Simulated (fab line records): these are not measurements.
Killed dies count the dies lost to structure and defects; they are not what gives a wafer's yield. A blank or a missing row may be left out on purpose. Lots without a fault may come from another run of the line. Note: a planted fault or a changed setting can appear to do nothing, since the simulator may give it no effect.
Chamber matching ; flow nandHarc ; NHARC_P_BONDPAD_CMP_32 on cmp-04: 4 sister chambers
The step polishes SiCN, target thk 200 nm. 14 wafers are shown with their chamber, then 7 later ones without.

## WAFERS, EACH WITH ITS CHAMBER
wafer;chamber;motorCurrentA (A)
L076.1;1;10.1
L076.4;2;12.7
L076.6;1;10.3
L079.1;1;10.2
L079.4;3;11.4
L079.5;3;11.1
L080.2;1;9.6
L080.4;3;11.7
L080.6;1;9.8
L086.2;2;12.6
L086.5;0;12.8
L086.6;3;12.1
L092.3;3;12.3
L092.4;2;12.4

SIGNATURES, as means of the wafers listed above
reading;chamber 0;chamber 1;chamber 2;chamber 3;scatter within a chamber
motorCurrentA;12.800;10.000;12.567;11.720;0.368
Rule: a wafer's distance from a chamber is the root of the sum, over the readings, of the square of ((its reading less the chamber's mean) divided by the reading's scatter). The wafer belongs to the nearest chamber; if the next one is less than 2 further off, it can't be placed. How the scatter is found: for the shown wafers, subtract from each reading the mean of its chamber, square and add these, divide the total by (wafers less chambers), then take the root.

## WAFERS WITHOUT THEIR CHAMBER
wafer;motorCurrentA (A)
L092.5;12.2
L094.4;12.9
L094.5;12.2
L094.6;11.2
L097.1;13.0
L097.3;10.3
L097.5;12.2

## CHAMBER TAKEN BY EACH
wafer;from the rows above;in truth
L092.5;can't be placed: 2 or 3 or 0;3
L094.4;can't be placed: 0 or 2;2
L094.5;can't be placed: 2 or 3 or 0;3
L094.6;can't be placed: 3 or 1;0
L097.1;can't be placed: 0 or 2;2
L097.3;1;1
L097.5;can't be placed: 2 or 3 or 0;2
1 of 7 placed correctly. From these rows, 6 cannot be placed; in 5 the true chamber is one of the candidates. Wrongly placed: 0.
